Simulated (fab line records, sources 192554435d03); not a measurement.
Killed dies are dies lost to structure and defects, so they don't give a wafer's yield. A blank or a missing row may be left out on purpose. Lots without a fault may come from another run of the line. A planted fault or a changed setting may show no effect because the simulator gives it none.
Chamber matching | flow n5_finfet | N5_PMOS_HMC_CHANNEL_EPI_DESCUM_14 on rie_diel-05: 4 sister chambers
The step chemistry O2, time 7.9 s. 8 wafers are shown with their chamber, then 9 later ones without.

WAFERS WITH THEIR CHAMBER
wafer  | chamber | drypump_motor_current_A (A) | showerhead_plenum_p_Torr (Torr)
L080.5 | 2       | 5.5                         | 2.04
L087.1 | 2       | 5.5                         | 2.03
L087.6 | 3       | 5.9                         | 2.23
L091.1 | 3       | 5.9                         | 2.23
L091.3 | 1       | 6.3                         | 2.09
L092.1 | 0       | 5.4                         | 1.98
L092.4 | 1       | 6.3                         | 2.09
L092.6 | 0       | 5.3                         | 1.98

WAFERS WITHOUT THEIR CHAMBER
wafer  | drypump_motor_current_A (A) | showerhead_plenum_p_Torr (Torr)
L094.1 | 5.9                         | 2.23
L094.5 | 5.3                         | 1.98
L094.6 | 5.9                         | 2.23
L096.1 | 5.9                         | 2.22
L096.2 | 5.4                         | 1.97
L096.4 | 5.5                         | 2.03
L097.2 | 5.4                         | 1.97
L097.3 | 5.9                         | 2.22
L097.5 | 6.3                         | 2.09

WHICH CHAMBER EACH WENT THROUGH
wafer  | from the rows above | in truth
L094.1 | 3                   | 3
L094.5 | 0                   | 0
L094.6 | 3                   | 3
L096.1 | 3                   | 3
L096.2 | 0                   | 0
L096.4 | 2                   | 2
L097.2 | 0                   | 0
L097.3 | 3                   | 3
L097.5 | 1                   | 1
Placed correctly: 9 of 9. Can't be placed from these rows: 0. Placed wrongly: 0.
How it was worked out, from the rows above alone: a wafer's distance from a chamber is the root of the sum, over the readings, of the square of ((its reading less the chamber's mean) divided by the reading's scatter). The wafer belongs to the nearest chamber; if the next one is less than 2 further off, it can't be placed. A chamber's mean is the mean of its shown wafers. The scatter: the root of (the sum of the squares of (reading less its chamber's mean) over the shown wafers, divided by (wafers less chambers)).
